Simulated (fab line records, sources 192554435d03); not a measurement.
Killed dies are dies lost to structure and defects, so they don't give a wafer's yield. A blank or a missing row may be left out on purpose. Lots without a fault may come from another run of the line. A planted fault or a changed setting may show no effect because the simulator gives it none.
A struck lot beside a sound one | flow n5_finfet | 16 steps out of a route of 1938
Sound: wafers L485.1, L485.2, L485.4. Struck: wafers L483.2, L483.3, L483.6. The cause comes at the end.
At each step with rows: each side's tool, then ch and its chambers, then its first start. Under that, the readings that differ: sound wafers | struck wafers | difference of the means | sigmas: that difference in standard deviations of wafers without a fault.
alike: readings whose means differ by less than 2 such deviations, and words and numbers that are the same on both sides. not compared: withheld readings, readings that some wafer has no value for, bounds like >300 that may hide the same value, and numbers for which the record gives no deviation and whose values overlap.
The two part at a step that has a row with sigmas, a row that says differs or no value, or rows on one side only. Numbers that don't overlap but have no deviation are shown without sigmas and don't part them. A reading that every wafer of one side lacks parts them only if that side has two wafers or more.

first, 4 steps without rows for these wafers: N5_BEOL_M4_SPUTTER_79 (material Cu, target thk 4.5 nm, time 8.29 s); N5_BEOL_M4_ANNEAL_80 (time 240 s); N5_BEOL_M4_SPUTTER_81 (material Cu, target thk 4.5 nm, time 8.29 s); N5_BEOL_M4_ANNEAL_82 (time 240 s).
N5_BEOL_M4_SPUTTER_86: material Cu, target thk 4.5 nm, time 8.29 s.
  sound on pvd_sputter-01, day 12 16:59; struck on pvd_sputter-03, day 12 00:24
  alike: chamber_pressure_pa, chuck_gas_flow_sccm, throttle_valve_pct
then, 1 step without rows for these wafers: N5_BEOL_M4_ANNEAL_87 (time 240 s).
N5_BEOL_M4_SPUTTER_88: material Cu, target thk 4.5 nm, time 8.29 s.
  sound on pvd_sputter-01, day 12 17:13; struck on pvd_sputter-03, day 12 00:37
  alike: chamber_pressure_pa, chuck_gas_flow_sccm, throttle_valve_pct
then, 1 step without rows for these wafers: N5_BEOL_M4_ANNEAL_89 (time 240 s).
N5_BEOL_M4_SPUTTER_90: material Cu, target thk 4.5 nm, time 8.29 s.
  sound on pvd_sputter-01, day 12 17:26; struck on pvd_sputter-03, day 12 00:50
  alike: chamber_pressure_pa, chuck_gas_flow_sccm, throttle_valve_pct
N5_BEOL_M4_ANNEAL_91: time 240 s.
  sound on pvd_sputter-01, day 12 17:31; struck on pvd_sputter-03, day 12 00:55
  alike: heater_power_w
then, 2 steps without rows for these wafers: N5_BEOL_M4_SPUTTER_92 (material Cu, target thk 4.5 nm, time 8.29 s); N5_BEOL_M4_ANNEAL_93 (time 240 s).
N5_BEOL_M4_SPUTTER_94: material Cu, target thk 4.5 nm, time 8.29 s.
  sound on pvd_sputter-01, day 12 17:52; struck on pvd_sputter-03, day 12 01:17
  no value came back on the struck wafers for chamber_pressure_pa (Pa), chuck_gas_flow_sccm (sccm), throttle_valve_pct (%); on the sound wafers chamber_pressure_pa (Pa) reads 0.07006 0.06987 0.06981
N5_BEOL_M4_ANNEAL_95: time 240 s.
  sound on pvd_sputter-01, day 12 17:57; struck on pvd_sputter-03, day 12 01:22
  alike: heater_power_w
N5_BEOL_M4_RC_MEAS_101:
  sound on prober-02 ch 0, day 12 19:11; struck on prober-01 ch 0, day 12 02:46
  alike: DIBL_N, DIBL_P, IOFF_N, IOFF_P, ION_N, ION_P, SS_N, SS_P, VT_N, VT_P
-- the record jumps here: 4 days lie between the struck wafers' starts before and after (it left off in module BEOL_M4 and takes up again in module PASSIVATION, whose first step shown is number 1936 of the route) --
N5_PASSIVATION_PROBE_49:
  sound on prober-02, day 17 14:16; struck on prober-01, day 16 10:42
  alike: defect_limited_yield, killed_at_M0_to_M3, killed_at_M4_up, killed_at_contacts, killed_at_front_end, killed_at_other, killed_dies, killed_on_rim, killed_open, killed_short, sort_bin_5_function, sort_bin_6_memory, sort_n_pass, sort_yield_pct

WHERE THEY PART
Only at N5_BEOL_M4_SPUTTER_94, within this record. Later steps at which nothing parts them and some readings are alike: N5_BEOL_M4_ANNEAL_95, N5_BEOL_M4_RC_MEAS_101, N5_PASSIVATION_PROBE_49.

WHY: what the simulator had put in
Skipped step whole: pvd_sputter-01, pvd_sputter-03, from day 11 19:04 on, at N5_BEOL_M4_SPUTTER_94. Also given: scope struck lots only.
